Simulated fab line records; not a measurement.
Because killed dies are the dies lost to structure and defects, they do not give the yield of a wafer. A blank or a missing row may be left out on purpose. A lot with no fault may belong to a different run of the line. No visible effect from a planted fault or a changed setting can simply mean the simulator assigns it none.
Code-filled problem report in 8D (eight disciplines) form + flow n5_finfet + the parts of the form that need people (team, actions taken, sign-off) are left out

1. THE ISSUE
Wafers free of any fault read -0.1 nm (standard deviation 0.71) for M4_OVL at N5_BEOL_M4_OVL_MEAS_12, against a mean of 4.3 nm on 6 wafers of 2 lots. Relative to the usual mean, that is a shift of +6.2 standard deviations.
First observed at day 12 17:12: wafer L400.2, on overlay-01. The record has a number at this step for 18 wafers belonging to 6 lots. Rule for "out", or "out of limits": more than 4 standard deviations from the usual mean. The rest of the wafers with a number are treated as sound.

2. WHAT IT IS, AND WHAT IT ISN'T
| question                    | is                     | is not                                                                   |
|-----------------------------|------------------------|--------------------------------------------------------------------------|
| which readings at this step | M4_OVL                 | -                                                                        |
| which lots                  | L399, L400             | L383, L392, L404, L405                                                   |
| which wafers of those lots  | all that have a number | -                                                                        |
| read on which gauges        | overlay-01, overlay-02 | -                                                                        |
| when                        | from day 12 17:12      | up to then (6 sound wafers); but 6 sound wafers of L404, L405 came after |

3. SUSPECTS, AND WHAT RULES EACH OUT
Counting: a tool at a process step up to the reading stays a suspect if it ran every lot that is out and no sound lot after the first of them.
- ruled out: the gauge at N5_BEOL_M4_OVL_MEAS_12. 2 gauges (overlay-01, overlay-02) read the wafers that are out.
- pecvd-03 at N5_BEOL_M4_PECVD_72 (deposits SiO2 from TEOS/O2, target thk 16 nm, time 18 s): kept. It processed each lot that is out, first L400 at day 12 15:11, and no sound lot thereafter; up to then, the last sound lot it processed was L383 at day 8 05:11.
- pvd_sputter-02 at N5_BEOL_M4_HM_DEP_02 (deposits TiN, target thk 20 nm): ruled out as a lasting fault. Following L400 (day 12 16:46), the first lot on it that is out, the sound lots L405 were run on it.
- euv_scanner-02 at N5_BEOL_M4_EXPOSE_08 (exposes mask M4): kept. It processed each lot that is out, first L400 at day 12 17:02, and no sound lot thereafter; up to then, the last sound lot it processed was L392 at day 10 16:18.
Remaining after the count are pecvd-03 at N5_BEOL_M4_PECVD_72 and euv_scanner-02 at N5_BEOL_M4_EXPOSE_08.

4. THE CAUSE (what the simulator had put in)
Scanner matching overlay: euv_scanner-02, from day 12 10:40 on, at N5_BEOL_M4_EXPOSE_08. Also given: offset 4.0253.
Of the 2 suspects that counting leaves, this tool is one.

5. SEQUENCE OF EFFECTS, ordered by route
Rows list readings where the struck wafers' mean (over those with a number) sits beyond 3 standard deviations from the usual. Only readings for which the record gives a usual standard deviation are gone through. hours: the time from each lot's start at the first step in this table that gives one to its start at this step, as a median over the lots. sigmas: the change in usual standard deviations.
| hours | step                   | reading | usual   | on struck wafers | change | sigmas |
|-------|------------------------|---------|---------|------------------|--------|--------|
| 0     | N5_BEOL_M4_OVL_MEAS_12 | M4_OVL  | -0.1 nm | 4.3              | +4.4   | +6.2   |
Later steps that measure or inspect, where all struck wafers having a row at the step show a number for every such reading and not one has moved that far: N5_BEOL_M4_INSPECT_13, N5_BEOL_M4_RC_MEAS_101.

6. WHAT WOULD HAVE CAUGHT IT SOONER
Counted from the fault's start at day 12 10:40, it took 7 hours until the first out-of-limits reading at a measuring or inspecting step in this record, taken at day 12 17:12.
Of the lots that are out (2), L399 began N5_BEOL_M4_EXPOSE_08 on euv_scanner-02 after day 12 17:12. It would have been spared by a hold on the tool at that moment.
